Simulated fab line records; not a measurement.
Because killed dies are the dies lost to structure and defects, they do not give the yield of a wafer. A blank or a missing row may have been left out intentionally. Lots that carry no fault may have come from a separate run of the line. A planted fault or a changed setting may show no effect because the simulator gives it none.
fab line records	flow nand-harc
record: lots: 12	wafers: 36	last-day: 33
route steps=1302 shown A_CONTACT@1011 END@1302
lots untouched by any fault: they come from a run of this same line in which no faults occurred
start-h: start of the lot's first displayed wafer, in hours after the record's first day	wait-h: hours since the lot's step before	" repeats the value in the row above	L1.1+2: a single row standing in for several wafers	- no value, or no start given	* or withheld: withheld	< > ~ a bound
route shown NAME@n: a module of which the file shows steps, and the number in the route of the first	usual: mean and standard deviation over wafers with no fault	same: alike in all rows	chamber/n: place in a boat	sites: the reading at each site	_std_site: their standard deviation	_edge_site: inner sites' mean taken away from outer sites' mean	radius-mm: how far each site lies from the wafer's centre	mask NAME#n: copy n	behind: the tool/chamber that last shaped the wafer	hold: why the lot went on hold/how many hours it stayed there/how the hold came to an end	device: the n, p or np transistor that did not switch	end of line: at the end of the route, the tests of the same wafers	a step without rows: its recipe alone	killed: dies that structure and defects cost at the first sort, which is not the same as the wafer's yield	map: shows each die of a wafer: x if killed, . if not, _ if none is there
set.NAME: the setting the step ran with; set.NAME@STEP: the setting that earlier step ran with	model.NAME: the simulator's own value behind a step, which no gauge read
one table for each step of the route and one row for each wafer, over a sample of lots
services: when a tool's chamber went out of use (start-h, in hours from the record's first day, below 0 if earlier), for how many hours, and the reason
== steps ==
step: NHARC_A_CONTACT_ETCH_117
recipe: source-w: withheld	pressure-mtorr: 20	bias-v: 3000	time-s: 190	target-depth-a: 18500	ar-flow-sccm: withheld	c4f8-flow-sccm: withheld	o2-flow-sccm: withheld	chemistry: C4F8/O2/Ar
lot.wafer	tool	chamber	start-h	wait-h	rf-hours-counter-h
L329.2	har-cap-etch-03	1	503.88	0.1	40
L329.1	"	0	"	"	40
L329.3	"	0	"	"	-
L330.1	har-cap-etch-02	1	504.22	0.1	81
L330.3	"	1	"	"	-
L330.5	"	0	"	"	-
L331.1	har-cap-etch-02	1	513.39	0.1	83
L331.4	"	0	"	"	-
L331.5	"	0	"	"	-
L334.2	har-cap-etch-03	0	548.68	0.1	49
L334.1	"	1	"	"	49
L334.3	"	1	"	"	-
L335.1	har-cap-etch-01	1	554.15	0.1	8
L335.2	"	0	"	"	8
L335.6	"	0	"	"	-
L338.2	har-cap-etch-03	1	576.02	0.1	55
L338.1	"	0	"	"	55
L338.6	"	1	"	"	-
L339.2	har-cap-etch-01	1	602.37	0.1	18
L339.3	"	1	"	"	-
L339.6	"	0	"	"	-
L341.2	har-cap-etch-01	0	613.14	0.1	20
L341.1	"	1	"	"	20
L341.5	"	1	"	"	-
L346.2	har-cap-etch-01	0	667.74	0.1	29
L346.3	"	0	"	"	-
L346.4	"	1	"	"	-
L348.1	har-cap-etch-01	0	690.55	0.1	33
L348.4	"	1	"	"	-
L348.3	"	0	"	"	-
L347.2	har-cap-etch-03	0	690.74	0.1	73
L347.3	"	0	"	"	-
L347.4	"	1	"	"	-
L349.1	har-cap-etch-02	0	712.00	0.2	118
L349.3	"	0	"	"	-
L349.6	"	0	"	"	-
step: NHARC_A_CONTACT_ETCH_118
recipe: source-w: withheld	pressure-mtorr: 20	bias-v: 3000	time-s: 190	target-depth-a: 18500	ar-flow-sccm: withheld	c4f8-flow-sccm: withheld	o2-flow-sccm: withheld	chemistry: C4F8/O2/Ar
lot.wafer	tool	chamber	start-h	wait-h	rf-hours-counter-h
L329.2	har-cap-etch-03	1	504.05	0.1	40
L329.1	"	0	"	"	40
L329.3	"	0	"	"	-
L330.1	har-cap-etch-02	1	504.40	0.1	81
L330.3	"	1	"	"	-
L330.5	"	0	"	"	-
L331.1	har-cap-etch-02	1	513.56	0.1	83
L331.4	"	0	"	"	-
L331.5	"	0	"	"	-
L334.2	har-cap-etch-03	0	548.85	0.1	50
L334.1	"	1	"	"	50
L334.3	"	1	"	"	-
L335.1	har-cap-etch-01	1	554.31	0.1	9
L335.2	"	0	"	"	9
L335.6	"	0	"	"	-
L338.2	har-cap-etch-03	1	576.19	0.1	56
L338.1	"	0	"	"	56
L338.6	"	1	"	"	-
L339.2	har-cap-etch-01	1	602.54	0.1	18
L339.3	"	1	"	"	-
L339.6	"	0	"	"	-
L341.2	har-cap-etch-01	0	613.31	0.1	20
L341.1	"	1	"	"	20
L341.5	"	1	"	"	-
L346.2	har-cap-etch-01	0	667.90	0.1	29
L346.3	"	0	"	"	-
L346.4	"	1	"	"	-
L348.1	har-cap-etch-01	0	690.73	0.1	33
L348.4	"	1	"	"	-
L348.3	"	0	"	"	-
L347.2	har-cap-etch-03	0	690.91	0.1	74
L347.3	"	0	"	"	-
L347.4	"	1	"	"	-
L349.1	har-cap-etch-02	0	712.23	0.2	118
L349.3	"	0	"	"	-
L349.6	"	0	"	"	-
step: NHARC_A_CONTACT_ETCH_90
recipe: target-depth-a: 400	over-etch-frac: 0.5	time-s: 85.7	ion-energy-ev: 120	ch3f-flow-sccm: 50	o2-flow-sccm: 30	ar-flow-sccm: 200	rf-w: 500	bias-w: 100	chemistry: CH3F/O2
usual: drypump-motor-current-A: 5.7/0.5	oes-product-au: 0.95/0.035	rf-vpp-V: 245.2/2.1	showerhead-plenum-p-Torr: 2.52/0.14	throttle-valve-pct: 20.664/0.0089
lot.wafer	tool	chamber	start-h	wait-h	drypump-motor-current-A	oes-product-au	rf-hours-counter-h	rf-vpp-V	showerhead-plenum-p-Torr	throttle-valve-pct
L329.1	rie-diel-11	1	505.89	0.8	5.5	0.92	9	247.4	2.66	20.670
L329.3	"	3	"	"	5.6	0.92	10	247.4	2.66	20.666
L329.2	"	0	"	"	6.4	0.93	10	241.8	2.33	20.675
L330.3	rie-diel-01	2	506.22	0.7	5.8	1.01	38	244.4	2.52	20.668
L330.1	"	3	"	"	6.8	1.00	33	246.7	2.65	20.662
L330.5	"	2	"	"	5.8	1.01	-	245.2	2.51	20.678
L331.4	rie-diel-11	0	515.36	0.7	6.3	0.93	12	243.9	2.33	20.673
L331.1	"	2	"	"	5.1	0.94	10	247.0	2.64	20.654
L331.5	"	0	"	"	6.3	0.93	-	241.7	2.33	20.673
L334.2	rie-diel-01	2	550.68	0.9	5.9	0.94	54	245.8	2.51	20.664
L334.1	"	3	"	"	6.8	0.92	49	246.7	2.64	20.657
L334.3	"	1	"	"	5.9	0.92	55	242.6	2.34	20.668
L335.2	rie-diel-11	3	556.19	0.8	5.6	0.99	16	245.0	2.65	20.648
L335.1	"	0	"	"	6.4	1.00	17	241.1	2.33	20.650
L335.6	"	2	"	"	5.1	1.00	-	246.6	2.64	20.667
L338.2	rie-diel-04	0	578.03	0.9	5.7	1.00	14	246.6	2.59	20.654
L338.1	"	2	"	"	5.4	1.00	10	241.5	2.29	20.670
L338.6	"	0	"	"	5.7	0.99	-	246.2	2.59	20.675
L339.3	rie-diel-04	1	604.40	0.7	5.0	1.01	20	246.3	2.65	20.681
L339.2	"	2	"	"	5.4	0.99	17	241.3	2.29	20.671
L339.6	"	0	"	"	5.7	1.00	-	245.3	2.59	20.652
L341.2	rie-diel-01	0	615.17	0.9	5.4	0.93	20	243.8	2.36	20.663
L341.1	"	1	"	"	5.8	0.93	14	243.0	2.34	20.659
L341.5	"	3	"	"	6.8	0.92	-	247.4	2.63	20.675
L346.2	rie-diel-11	2	669.73	0.9	5.1	0.99	8	246.6	2.63	20.663
L346.3	"	0	"	"	6.4	0.71	9	241.6	2.32	20.666
L346.4	"	3	"	"	5.6	0.99	-	247.5	2.65	20.674
L348.3	rie-diel-01	2	692.53	0.6	5.9	0.94	50	245.5	2.49	20.653
L348.1	"	3	"	"	6.8	0.93	50	247.2	2.62	20.656
L348.4	"	0	"	"	5.4	0.92	48	245.1	2.35	20.676
L347.4	rie-diel-11	3	692.75	0.6	5.6	0.92	11	246.8	2.64	20.670
L347.2	"	0	"	"	6.3	0.68	12	242.7	2.32	20.678
L347.3	"	1	"	"	5.5	0.94	8	246.5	2.65	20.668
L349.1	rie-diel-01	2	714.52	1.0	5.8	0.94	56	243.8	2.48	20.678
L349.3	"	3	"	"	6.8	0.92	56	246.5	2.62	20.651
L349.6	"	1	"	"	5.8	0.91	-	242.6	2.32	20.661
step: NHARC_A_CONTACT_ETCH_102
recipe: target-depth-a: 1000	overetch-a: 100	time-s: 55	ion-energy-ev: 100	cf4-flow-sccm: 80	o2-flow-sccm: 20	ar-flow-sccm: 0	rf-w: 300	bias-w: 100	chemistry: CF4/O2
usual: cf4-flow-sccm: 80.00/0.25	drypump-motor-current-A: 5.7/0.47	oes-product-au: 1.002/0.0079	rf-vpp-V: 198.3/1.8	showerhead-plenum-p-Torr: 1.36/0.08	throttle-valve-pct: 13.397/0.0085
lot.wafer	tool	chamber	start-h	wait-h	cf4-flow-sccm	drypump-motor-current-A	oes-product-au	rf-hours-counter-h	rf-vpp-V	showerhead-plenum-p-Torr	throttle-valve-pct
L329.3	rie-diel-11	3	506.40	0.1	80.19	5.6	1.007	10	198.5	1.44	13.381
L329.2	"	0	"	"	80.08	6.3	1.008	10	196.7	1.27	13.388
L329.1	"	2	"	"	80.00	5.1	1.013	9	199.8	1.44	13.398
L330.1	rie-diel-01	3	506.74	0.1	80.08	6.8	0.989	33	199.3	1.44	13.409
L330.3	"	1	"	"	79.82	5.9	0.977	41	195.7	1.28	13.407
L330.5	"	3	"	"	80.03	6.8	0.984	-	199.9	1.44	13.401
L331.4	rie-diel-11	0	515.87	0.1	80.48	6.3	1.006	12	196.2	1.27	13.395
L331.1	"	2	"	"	80.19	5.1	1.003	10	200.3	1.44	13.391
L331.5	"	3	"	"	80.33	5.6	1.014	-	199.7	1.44	13.397
L334.2	rie-diel-11	3	551.36	0.1	79.88	5.6	1.000	16	199.4	1.44	13.395
L334.1	"	1	"	"	80.25	5.5	1.001	16	199.3	1.44	13.390
L334.3	"	2	"	"	79.85	5.1	1.019	16	199.8	1.43	13.384
L335.1	rie-diel-04	1	556.68	0.1	80.12	5.0	1.020	7	198.8	1.44	13.384
L335.2	"	3	"	"	79.98	5.4	1.004	5	196.9	1.29	13.407
L335.6	"	1	"	"	79.69	5.0	1.002	-	200.3	1.44	13.399
L338.1	rie-diel-01	1	578.53	0.1	79.73	5.9	0.991	4	196.0	1.27	13.394
L338.2	"	2	"	"	80.15	5.8	1.006	4	198.2	1.36	13.412
L338.6	"	2	"	"	79.56	5.8	1.000	-	197.8	1.36	13.404
L339.3	rie-diel-04	0	604.88	0.1	80.16	5.7	0.999	21	200.3	1.41	13.407
L339.2	"	3	"	"	80.03	5.4	1.005	17	195.4	1.29	13.392
L339.6	"	1	"	"	79.85	5.0	1.002	-	201.4	1.44	13.379
L341.2	rie-diel-04	2	615.78	0.1	79.76	5.4	1.003	20	194.7	1.24	13.391
L341.1	"	1	"	"	79.68	5.0	0.995	22	201.0	1.44	13.383
L341.5	"	2	"	"	80.00	5.4	0.992	-	194.2	1.24	13.377
L346.4	rie-diel-04	3	670.37	0.1	80.25	5.5	0.998	41	196.2	1.29	13.401
L346.3	"	0	"	"	80.21	5.7	0.990	42	199.1	1.40	13.397
L346.2	"	1	"	"	79.44	5.0	1.013	38	199.8	1.44	13.384
L348.1	rie-diel-11	0	693.09	0.1	79.93	6.4	1.008	12	196.0	1.26	13.406
L348.3	"	1	"	"	80.12	5.5	1.008	8	201.3	1.44	13.397
L348.4	"	2	"	"	80.45	5.1	1.003	11	200.4	1.43	13.405
L347.4	rie-diel-11	1	693.40	0.1	79.71	5.5	1.014	8	199.3	1.44	13.402
L347.3	"	2	"	"	80.29	5.1	0.995	11	199.9	1.43	13.380
L347.2	"	3	"	"	79.91	5.6	0.991	11	198.5	1.44	13.392
L349.1	rie-diel-01	2	715.26	0.1	80.29	5.8	1.007	56	199.0	1.35	13.407
L349.3	"	3	"	"	79.92	6.8	0.997	56	198.8	1.42	13.402
L349.6	"	2	"	"	79.94	5.8	1.001	-	198.1	1.35	13.409
step: NHARC_END_SORT_01
recipe: temp-c: 25
usual: killed-at-array: 61/23	killed-at-other: 1.3/1.4	killed-at-periphery: 4.0/2.6	killed-dies: 66/22	killed-open: 3.4/1.8	killed-short: 2.3/1.4
same: gross-dies: 677
lot.wafer	tool	chamber	start-h	wait-h	hold	killed-at-array	killed-at-other	killed-at-periphery	killed-dies	killed-open	killed-short
L330.1	prober-02	0	570.70	2.5	-	59	2	5	66	4	2
L330.3	prober-02	0	572.28	3.1	-	60	2	4	66	3	2
L330.5	prober-02	0	573.86	3.7	-	67	1	8	76	4	2
L329.1	prober-01	0	570.70	2.5	-	98	1	2	101	4	2
L329.2	prober-01	0	571.50	2.8	-	97	0	7	104	2	4
L329.3	prober-01	0	572.30	3.1	-	102	1	1	104	3	2
L331.1	prober-02	0	580.60	2.5	-	55	1	2	58	4	1
L331.4	prober-02	0	583.03	3.4	-	52	1	2	55	0	3
L331.5	prober-02	0	583.84	3.7	-	44	0	0	44	6	3
L334.1	prober-01	0	616.20	2.5	-	81	2	3	86	4	1
L334.2	prober-01	0	616.99	2.8	-	70	2	1	73	3	1
L334.3	prober-01	0	617.79	3.1	-	50	3	3	56	0	1
L335.1	prober-02	0	621.19	2.5	-	26	1	3	30	6	4
L335.2	prober-02	0	621.99	2.8	-	33	1	2	36	3	3
L335.6	prober-02	0	625.19	4.0	-	30	0	2	32	2	2
L338.1	prober-02	0	640.61	2.5	-	27	1	6	34	3	2
L338.2	prober-02	0	641.42	2.8	-	32	3	12	47	5	4
L338.6	prober-02	0	644.64	4.0	-	32	5	8	45	4	3
L339.2	prober-02	0	668.43	2.8	-	21	1	2	24	0	0
L339.3	prober-02	0	669.24	3.1	-	24	4	4	32	1	5
L339.6	prober-02	0	671.66	4.0	-	17	2	1	20	2	2
L341.1	prober-01	0	677.78	2.5	-	64	4	1	69	4	3
L341.2	prober-01	0	678.57	2.8	-	70	1	2	73	5	1
L341.5	prober-01	0	680.96	3.7	-	56	0	5	61	4	4
L346.2	prober-02	0	733.57	2.8	await-dispo/3.7h/release	50	0	6	56	5	3
L346.3	prober-02	0	734.37	3.1	await-dispo/3.7h/release	360	0	3	363	3	3
L346.4	prober-02	0	735.17	3.4	await-dispo/3.7h/release	60	1	6	67	4	2
L348.1	prober-01	0	761.92	2.5	-	53	1	7	61	4	3
L348.3	prober-01	0	763.53	3.1	-	47	0	5	52	0	1
L348.4	prober-01	0	764.34	3.4	-	50	0	4	54	4	3
L347.2	prober-02	0	765.81	2.8	await-dispo/5.6h/release	387	1	5	393	4	4
L347.3	prober-02	0	766.61	3.1	await-dispo/5.6h/release	66	2	12	80	3	0
L347.4	prober-02	0	767.41	3.4	await-dispo/5.6h/release	74	1	7	82	1	1
L349.1	prober-02	0	780.63	2.5	-	52	3	3	58	3	1
L349.3	prober-02	0	782.25	3.1	-	55	3	1	59	4	1
L349.6	prober-02	0	784.67	4.0	-	72	1	4	77	3	1
killed by level:class
L330.1 A_CHANNEL_HOLE_D1:chamber-film-flake=36 A_CHANNEL_HOLE_D2:chamber-film-flake=6 A_CONTACT:chamber-film-flake=4 A_WL_FILL:chamber-film-flake=3 A_CONTACT:unspecified=3 A_BLC:geometric-particle:open=2 P_ZERO_WELL:chamber-film-flake=2 A_STAIRCASE:chamber-film-flake=2
L329.1 A_CHANNEL_HOLE_D2:chamber-film-flake=37 A_CHANNEL_HOLE_D1:chamber-film-flake=27 A_SLIT:chamber-film-flake=19 A_WL_FILL:chamber-film-flake=3 A_STAIRCASE:chamber-film-flake=2 A_CONTACT:chamber-film-flake=2 A_M0:chamber-film-flake=2 P_CONTACT:geometric-particle:open=1
L329.2 A_CHANNEL_HOLE_D2:chamber-film-flake=33 A_CHANNEL_HOLE_D1:chamber-film-flake=31 A_SLIT:chamber-film-flake=19 A_CHANNEL_FILL_D1:chamber-film-flake=4 P_STI:chamber-film-flake=2 P_CONTACT:chamber-film-flake=2 A_ZERO_WELL:chamber-film-flake=2 A_CONTACT:chamber-film-flake=2
L330.3 A_CHANNEL_HOLE_D1:chamber-film-flake=29 A_STAIRCASE:chamber-film-flake=11 A_CHANNEL_HOLE_D2:chamber-film-flake=7 A_CONTACT:unspecified=6 P_ZERO_WELL:chamber-film-flake=4 THIN_TSV:chamber-film-flake=2 A_ONON_D2:geometric-particle:short=1 A_CHANNEL_FILL_D2:geometric-particle:open=1
L329.3 A_SLIT:chamber-film-flake=33 A_CHANNEL_HOLE_D2:chamber-film-flake=29 A_CHANNEL_HOLE_D1:chamber-film-flake=24 A_CONTACT:chamber-film-flake=3 A_M0:chamber-film-flake=3 A_CHANNEL_FILL_D1:chamber-film-flake=2 A_STAIRCASE:chamber-film-flake=2 A_SOURCE_PLATE:geometric-particle:short=1
L330.5 A_CHANNEL_HOLE_D1:chamber-film-flake=36 A_CHANNEL_HOLE_D2:chamber-film-flake=14 A_CONTACT:unspecified=6 A_STAIRCASE:chamber-film-flake=5 P_ZERO_WELL:chamber-film-flake=3 A_CHANNEL_FILL_D2:geometric-particle:short=2 P_M1:chamber-film-flake=2 P_CONTACT:geometric-particle:open=1
L331.1 A_CHANNEL_HOLE_D1:chamber-film-flake=39 A_CHANNEL_HOLE_D2:chamber-film-flake=8 A_STAIRCASE:chamber-film-flake=2 P_M0:geometric-particle:open=1 A_DECK1_JOINT:geometric-particle:open=1 A_CHANNEL_FILL_D2:geometric-particle:open=1 A_WL_FILL:geometric-particle:open=1 P_M0:chamber-film-flake=1
L331.4 A_CHANNEL_HOLE_D1:chamber-film-flake=35 A_CHANNEL_HOLE_D2:chamber-film-flake=7 A_STAIRCASE:chamber-film-flake=3 A_CHANNEL_FILL_D1:geometric-particle:short=2 A_CONTACT:chamber-film-flake=2 A_ONON_D1:geometric-particle:short=1 P_ZERO_WELL:chamber-film-flake=1 P_STI:chamber-film-flake=1
L331.5 A_CHANNEL_HOLE_D1:chamber-film-flake=21 A_CHANNEL_HOLE_D2:chamber-film-flake=10 A_DECK1_JOINT:geometric-particle:open=2 A_CHANNEL_HOLE_D2:geometric-particle:open=2 A_CHANNEL_HOLE_D2:geometric-particle:short=2 A_CONTACT:chamber-film-flake=2 A_ONON_D1:geometric-particle:open=1 A_CHANNEL_HOLE_D1:geometric-particle:open=1
L334.1 A_CHANNEL_HOLE_D1:chamber-film-flake=37 A_CHANNEL_HOLE_D2:chamber-film-flake=34 A_M1:chamber-film-flake=4 A_ONON_D2:geometric-particle:open=2 A_CONTACT:chamber-film-flake=2 THIN_TSV:chamber-film-flake=2 P_M0:geometric-particle:open=1 P_M1:geometric-particle:open=1
L334.2 A_CHANNEL_HOLE_D1:chamber-film-flake=33 A_CHANNEL_HOLE_D2:chamber-film-flake=23 A_CONTACT:chamber-film-flake=3 A_DECK1_JOINT:chamber-film-flake=2 A_WL_FILL:chamber-film-flake=2 THIN_TSV:chamber-film-flake=2 A_DECK1_JOINT:geometric-particle:open=1 A_CHANNEL_FILL_D2:geometric-particle:short=1
L334.3 A_CHANNEL_HOLE_D2:chamber-film-flake=27 A_CHANNEL_HOLE_D1:chamber-film-flake=18 THIN_TSV:chamber-film-flake=3 P_M2:chamber-film-flake=2 A_M1:chamber-film-flake=2 A_CHANNEL_FILL_D1:geometric-particle:short=1 P_GATE:chamber-film-flake=1 A_ZERO_WELL:chamber-film-flake=1
L335.1 A_CHANNEL_HOLE_D2:chamber-film-flake=8 A_CHANNEL_HOLE_D1:chamber-film-flake=6 A_CHANNEL_FILL_D1:geometric-particle:open=2 A_SLIT:chamber-film-flake=2 A_WL_FILL:chamber-film-flake=2 P_STI:geometric-particle:open=1 P_GATE:geometric-particle:open=1 P_M2:geometric-particle:open=1
L335.2 A_CHANNEL_HOLE_D2:chamber-film-flake=18 A_CHANNEL_HOLE_D1:chamber-film-flake=4 P_ZERO_WELL:chamber-film-flake=2 A_M1:chamber-film-flake=2 A_SOURCE_PLATE:geometric-particle:open=1 A_ONON_D1:geometric-particle:short=1 A_ONON_D2:geometric-particle:open=1 A_CHANNEL_FILL_D2:geometric-particle:short=1
L335.6 A_CHANNEL_HOLE_D2:chamber-film-flake=16 A_STAIRCASE:chamber-film-flake=3 A_CHANNEL_HOLE_D1:chamber-film-flake=2 A_WL_FILL:chamber-film-flake=2 A_M1:chamber-film-flake=2 P_M0:geometric-particle:short=1 A_SOURCE_PLATE:geometric-particle:short=1 A_CHANNEL_HOLE_D2:geometric-particle:open=1
L338.1 A_CHANNEL_HOLE_D2:chamber-film-flake=7 P_BONDPAD:chamber-film-flake=4 A_CHANNEL_HOLE_D1:chamber-film-flake=4 A_STAIRCASE:chamber-film-flake=4 A_CHANNEL_HOLE_D2:geometric-particle:open=2 P_ZERO_WELL:chamber-film-flake=2 A_SLIT:chamber-film-flake=2 A_CONTACT:chamber-film-flake=2
L338.2 A_CHANNEL_HOLE_D2:chamber-film-flake=15 P_BONDPAD:chamber-film-flake=6 A_CHANNEL_HOLE_D1:chamber-film-flake=3 THIN_TSV:chamber-film-flake=3 P_ZERO_WELL:chamber-film-flake=2 A_ZERO_WELL:chamber-film-flake=2 A_SLIT:chamber-film-flake=2 A_CONTACT:chamber-film-flake=2
L338.6 A_CHANNEL_HOLE_D2:chamber-film-flake=17 A_CONTACT:chamber-film-flake=5 P_BONDPAD:chamber-film-flake=4 THIN_TSV:chamber-film-flake=4 A_CHANNEL_HOLE_D1:chamber-film-flake=2 A_SLIT:chamber-film-flake=2 P_GATE:geometric-particle:open=1 P_M0:geometric-particle:open=1
L339.2 A_CHANNEL_HOLE_D1:chamber-film-flake=9 A_CONTACT:chamber-film-flake=6 A_STAIRCASE:chamber-film-flake=4 P_ZERO_WELL:chamber-film-flake=2 A_CHANNEL_HOLE_D2:chamber-film-flake=1 A_BLC:chamber-film-flake=1 THIN_TSV:chamber-film-flake=1
L339.3 A_CHANNEL_HOLE_D1:chamber-film-flake=7 A_CONTACT:chamber-film-flake=6 THIN_TSV:chamber-film-flake=4 A_STAIRCASE:chamber-film-flake=3 P_ZERO_WELL:chamber-film-flake=2 A_SLIT:chamber-film-flake=2 P_STI:geometric-particle:short=1 P_CONTACT:geometric-particle:open=1
L339.6 A_CHANNEL_HOLE_D1:chamber-film-flake=7 A_CONTACT:chamber-film-flake=3 A_STAIRCASE:chamber-film-flake=2 THIN_TSV:chamber-film-flake=2 P_GATE:geometric-particle:open=1 A_SOURCE_PLATE:geometric-particle:short=1 A_DECK1_JOINT:geometric-particle:open=1 A_CHANNEL_FILL_D2:geometric-particle:short=1
L341.1 A_SLIT:chamber-film-flake=28 A_CHANNEL_HOLE_D2:chamber-film-flake=16 A_CHANNEL_HOLE_D1:chamber-film-flake=6 A_CONTACT:chamber-film-flake=5 THIN_TSV:chamber-film-flake=3 A_ONON_D1:geometric-particle:open=1 A_SGD_CUT:geometric-particle:short=1 A_WL_FILL:geometric-particle:short=1
L341.2 A_SLIT:chamber-film-flake=31 A_CHANNEL_HOLE_D2:chamber-film-flake=13 A_CONTACT:chamber-film-flake=11 A_CHANNEL_HOLE_D1:chamber-film-flake=5 A_M0:geometric-particle:open=2 A_STAIRCASE:chamber-film-flake=2 A_WL_FILL:chamber-film-flake=2 P_STI:geometric-particle:open=1
L341.5 A_SLIT:chamber-film-flake=23 A_CHANNEL_HOLE_D2:chamber-film-flake=13 A_STAIRCASE:chamber-film-flake=6 A_CONTACT:chamber-film-flake=6 A_CHANNEL_FILL_D1:geometric-particle:open=2 A_CHANNEL_FILL_D2:geometric-particle:short=2 A_CHANNEL_HOLE_D1:chamber-film-flake=2 P_STI:geometric-particle:short=1
L346.2 A_CHANNEL_HOLE_D2:chamber-film-flake=21 A_STAIRCASE:chamber-film-flake=8 A_CHANNEL_HOLE_D1:chamber-film-flake=7 A_SLIT:chamber-film-flake=5 P_GATE:geometric-particle:short=2 A_M0:geometric-particle:open=2 P_GATE:chamber-film-flake=2 A_WL_FILL:chamber-film-flake=2
L346.3 A_CONTACT:area-etch=305 A_CHANNEL_HOLE_D2:chamber-film-flake=25 A_STAIRCASE:chamber-film-flake=7 A_CONTACT:chamber-film-flake=7 A_CHANNEL_HOLE_D1:chamber-film-flake=6 A_SLIT:chamber-film-flake=3 P_CONTACT:geometric-particle:short=2 A_WL_FILL:chamber-film-flake=2
L346.4 A_CHANNEL_HOLE_D2:chamber-film-flake=29 A_STAIRCASE:chamber-film-flake=10 A_CHANNEL_HOLE_D1:chamber-film-flake=7 A_CONTACT:chamber-film-flake=5 A_M0:geometric-particle:short=2 P_GATE:chamber-film-flake=2 A_SLIT:chamber-film-flake=2 A_WL_FILL:chamber-film-flake=2
L348.1 A_CHANNEL_HOLE_D1:chamber-film-flake=39 A_SLIT:chamber-film-flake=5 P_CONTACT:geometric-particle:open=2 P_GATE:chamber-film-flake=2 A_DECK1_JOINT:chamber-film-flake=2 A_CONTACT:chamber-film-flake=2 P_M1:geometric-particle:open=1 A_CHANNEL_HOLE_D1:geometric-particle:short=1
L348.3 A_CHANNEL_HOLE_D1:chamber-film-flake=32 A_SLIT:chamber-film-flake=7 A_STAIRCASE:chamber-film-flake=4 A_CONTACT:chamber-film-flake=3 P_ZERO_WELL:chamber-film-flake=2 P_BONDPAD:chamber-film-flake=2 A_CHANNEL_HOLE_D1:geometric-particle:short=1 P_STI:chamber-film-flake=1
L348.4 A_CHANNEL_HOLE_D1:chamber-film-flake=26 A_SLIT:chamber-film-flake=8 A_CONTACT:chamber-film-flake=4 A_CHANNEL_FILL_D1:geometric-particle:open=3 A_CHANNEL_FILL_D1:geometric-particle:short=2 P_ZERO_WELL:chamber-film-flake=2 A_CHANNEL_HOLE_D2:chamber-film-flake=2 A_CHANNEL_HOLE_D1:geometric-particle:short=1
L347.2 A_CONTACT:area-etch=319 A_SLIT:chamber-film-flake=27 A_CHANNEL_HOLE_D2:chamber-film-flake=15 A_CHANNEL_HOLE_D1:chamber-film-flake=11 P_CONTACT:chamber-film-flake=4 A_ONON_D1:geometric-particle:short=3 A_ONON_D1:geometric-particle:open=3 A_CONTACT:chamber-film-flake=3
L347.3 A_CHANNEL_HOLE_D2:chamber-film-flake=27 A_SLIT:chamber-film-flake=19 P_CONTACT:chamber-film-flake=10 A_CHANNEL_HOLE_D1:chamber-film-flake=10 A_CONTACT:chamber-film-flake=3 A_M1:geometric-particle:open=2 A_CHANNEL_FILL_D1:chamber-film-flake=2 THIN_TSV:chamber-film-flake=2
L347.4 A_CHANNEL_HOLE_D2:chamber-film-flake=33 A_SLIT:chamber-film-flake=22 A_CHANNEL_HOLE_D1:chamber-film-flake=9 P_CONTACT:chamber-film-flake=6 A_CONTACT:chamber-film-flake=6 A_DECK1_JOINT:geometric-particle:open=1 A_SGD_CUT:geometric-particle:short=1 P_ZERO_WELL:chamber-film-flake=1
L349.1 A_SLIT:chamber-film-flake=25 A_CHANNEL_HOLE_D1:chamber-film-flake=13 A_CONTACT:chamber-film-flake=6 A_STAIRCASE:chamber-film-flake=4 THIN_TSV:chamber-film-flake=3 P_CONTACT:geometric-particle:open=1 A_CHANNEL_FILL_D2:geometric-particle:open=1 A_CHANNEL_FILL_D2:geometric-particle:short=1
L349.3 A_SLIT:chamber-film-flake=31 A_CONTACT:chamber-film-flake=7 A_STAIRCASE:chamber-film-flake=6 A_CHANNEL_HOLE_D1:chamber-film-flake=5 THIN_TSV:chamber-film-flake=3 A_CHANNEL_FILL_D1:chamber-film-flake=2 P_M0:geometric-particle:open=1 A_ONON_D1:geometric-particle:open=1
L349.6 A_SLIT:chamber-film-flake=33 A_CHANNEL_HOLE_D1:chamber-film-flake=16 A_CONTACT:chamber-film-flake=12 A_STAIRCASE:chamber-film-flake=4 A_CHANNEL_FILL_D1:chamber-film-flake=2 A_WL_FILL:chamber-film-flake=2 P_GATE:geometric-particle:short=1 P_M0:geometric-particle:open=1
== services ==
tool	chamber	start-h	hours	kind
rie-diel-11	0	490.68	-	clean
rie-diel-11	1	490.68	-	clean
rie-diel-11	2	490.68	-	clean
rie-diel-11	3	490.68	-	clean
har-cap-etch-01	-	497.00	17.0	pm
har-cap-etch-01	0	497.00	17.0	vent-cycle
har-cap-etch-01	1	497.00	17.0	vent-cycle
rie-diel-04	0	508.72	4.9	repair
har-cap-etch-01	0	514.00	-	clean
har-cap-etch-01	1	514.00	-	clean
rie-diel-11	0	515.18	-	clean
rie-diel-11	1	515.18	-	clean
rie-diel-11	2	515.18	-	clean
rie-diel-11	3	515.18	-	clean
rie-diel-11	3	518.81	2.8	repair
rie-diel-04	-	533.00	9.0	pm
rie-diel-11	0	539.68	-	clean
rie-diel-11	1	539.68	-	clean
rie-diel-01	-	557.93	9.0	pm
rie-diel-01	1	598.73	6.5	repair
rie-diel-11	-	609.50	9.0	pm
rie-diel-01	3	640.82	3.7	repair
rie-diel-11	1	656.67	20.0	repair
rie-diel-04	-	710.00	9.0	pm
== key ==
first-sign: step: NHARC_A_CONTACT_ETCH_90	reading: oes-product-au	direction: down	sigmas: 7.3	usual: 0.95	struck: 0.69
effect: step: NHARC_END_SORT_01	reading: killed-dies	direction: up	sigmas: 14	usual: 66	struck: 378
more-kills-born-at: NHARC_A_CONTACT_ETCH_90@rie-diel-11: 624
met-at NHARC_A_CONTACT_ETCH_90
struck-lots L346,L347
struck-wafers L346.3,L347.2
tester-left-out L346,L347
not-acting-at NHARC_A_CONTACT_ETCH_117,NHARC_A_CONTACT_ETCH_118,NHARC_A_CONTACT_ETCH_102
onset-between 556.19 669.73
fault: kind: process-parameter-drift	tool: rie-diel-11	chamber: 0	onset-h: 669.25	steps: NHARC_A_CONTACT_ETCH_90	channel: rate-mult	offset: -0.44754	shape: step	end-h: 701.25
tester-left-out: of these lots the tester's yield and bins aren't shown, on N5 and GAA mostly nor the transistor test; their killed dies are dies lost to structure and defects alone, not to doping, threshold or leakage, so they don't give the yield
